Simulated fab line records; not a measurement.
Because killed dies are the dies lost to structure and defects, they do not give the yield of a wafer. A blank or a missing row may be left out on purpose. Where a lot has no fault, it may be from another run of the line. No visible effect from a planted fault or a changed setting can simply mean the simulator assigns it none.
Matching of chambers ; flow nand_harc ; NHARC_A_CHANNEL_FILL_D2_CMP_10 on cmp-01: 4 sister chambers
The step polishes, target thk 150 nm. 7 wafers are shown with their chamber, then 8 later ones without.

WAFERS WITH THEIR CHAMBER
wafer;chamber;motor_current_A (A);time_to_endpoint_s (s)
L075.2;1;9.8;11
L085.3;0;12.4;14
L085.5;2;11.1;18
L088.1;0;11.8;16
L088.3;3;11.0;13
L088.6;2;10.9;17
L091.1;3;10.6;16

WAFERS MISSING THEIR CHAMBER
wafer;motor_current_A (A);time_to_endpoint_s (s)
L091.5;9.8;13
L091.6;12.9;17
L092.1;10.7;17
L092.3;10.0;10
L092.4;12.3;15
L095.2;10.8;13
L095.3;10.6;18
L095.6;12.6;15

WHICH CHAMBER EACH ONE RAN IN
wafer;from the rows above;in truth
L091.5;1;1
L091.6;0;0
L092.1;can't be placed: 2 or 3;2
L092.3;1;1
L092.4;0;0
L095.2;3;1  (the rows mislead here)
L095.3;can't be placed: 2 or 3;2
L095.6;0;0
Correctly placed: 5 of 8. From these rows, 2 cannot be placed; in 2 the true chamber is one of the candidates. Number placed wrongly: 1.
How it was worked out, from the rows above alone: a wafer's distance from a chamber is the root of the sum, over the readings, of the square of ((its reading less the chamber's mean) divided by the reading's scatter). If the next closest chamber is less than 2 further off than the closest, the wafer can't be placed; otherwise it belongs to the closest. A chamber's mean is the mean of its shown wafers. The scatter is the square root of a quotient: the sum, over the shown wafers, of each reading's squared deviation from its chamber's mean, divided by wafers minus chambers.
